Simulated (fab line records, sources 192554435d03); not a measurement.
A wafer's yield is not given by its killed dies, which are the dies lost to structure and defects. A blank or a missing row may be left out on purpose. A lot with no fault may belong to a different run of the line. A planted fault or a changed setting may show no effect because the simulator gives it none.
2 desks, one fault ; flow n5_finfet ; what lay behind the numbers comes last; until then each desk has only its own

## THE TOOL OWNER'S DESK: rie_diel-03
The tool's own readings at N5_BEOL_M7_TRENCH_ETCH_37 (etches SiCOH lowk in C4F6/O2, target depth 93.478 nm, time 31.2 s): means of the sampled wafers that have a number, for each lot that ran on this tool. The brackets show how far a lot's mean lies from the usual mean; more than 4 standard deviations puts the lot out of limits, marked OUT. Of its 9 readings 7 are shown: the one that was out of limits first, and those that lie furthest out on some lot.
Columns: A = C4F6_flow_sccm at N5_BEOL_M7_TRENCH_ETCH_37, usual 10.002 sccm; B = bias_w at N5_BEOL_M7_TRENCH_ETCH_37, usual 185.0 W; C = drypump_motor_current_A at N5_BEOL_M7_TRENCH_ETCH_37, usual 5.7 A; D = mfc_ar_sccm at N5_BEOL_M7_TRENCH_ETCH_37, usual 300.0 sccm; E = rf_vpp_V at N5_BEOL_M7_TRENCH_ETCH_37, usual 664 V; F = showerhead_plenum_p_Torr at N5_BEOL_M7_TRENCH_ETCH_37, usual 2.83 Torr; G = throttle_valve_pct at N5_BEOL_M7_TRENCH_ETCH_37, usual 20.87 %
lot;first seen here;A;B;C;D;E;F;G
L418;day 9 19:34;10.012;185.5;5.5;300.8;654;2.84;20.77
L427;day 12 05:44;10.021;185.5;5.6;300.9;668;2.84;20.77
L432;day 13 12:22;9.974;201.1 (+29) OUT;5.3;301.0;702;2.85;20.82
L433;day 13 13:47;9.996;200.6 (+28) OUT;5.7;299.9;707;2.77;20.73
This desk's finding: out of limits on L432, L433; first on L432, day 13 12:22 (bias_w at N5_BEOL_M7_TRENCH_ETCH_37). In limits: L418, L427.

## METROLOGY DESK
Lot by lot, what the gauges showed, no matter which tool ran the lot: averages of those sampled wafers that carry a number. The brackets show how far a lot's mean lies from the usual mean; more than 4 standard deviations puts the lot out of limits, marked OUT.
Columns: A = trench_depth_nm at N5_BEOL_M7_OCD_MEAS_38, usual 93.2 nm; B = M7_THK at N5_BEOL_M7_THK_MEAS_53, usual 79.3 nm; C = M7_RS at N5_BEOL_M7_RS_MEAS_57, usual 0.288 ohm/sq
lot;first seen here;A;B;C
L418;day 9 19:44;93.3;79.2;0.284
L422;day 10 13:44;92.1;76.6;0.295
L424;day 11 13:08;91.9;77.5;0.293
L427;day 12 05:53;92.1;77.1;0.296
L432;day 13 12:32;96.3;83.8;0.271
L433;day 13 13:56;96.7;82.8;0.272
L431;day 13 16:28;93.8;80.3;0.283
L439;day 15 21:48;92.9;78.0;0.292
L440;day 17 02:17;92.2;77.7;0.293
This desk's verdict: no lot among the 9 shows anything out of limits.

## PUT TOGETHER
At day 13 12:22, on L432, L433, the tool owner's desk was in a position to raise an alarm.
Nothing out of limits was seen by the metrology desk.
The metrology desk holds a record of L432, L433, inside its limits.
On rie_diel-03, each named lot ran N5_BEOL_M7_TRENCH_ETCH_37.

## WHAT THE SIMULATOR HAD PUT IN
rie_diel-03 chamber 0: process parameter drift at N5_BEOL_M7_TRENCH_ETCH_37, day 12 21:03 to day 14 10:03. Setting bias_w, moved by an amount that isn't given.
Struck lots among those shown: L432, L433.
Delay in hours, fault start to first out-of-limits reading, by desk: the tool owner's desk at 15.
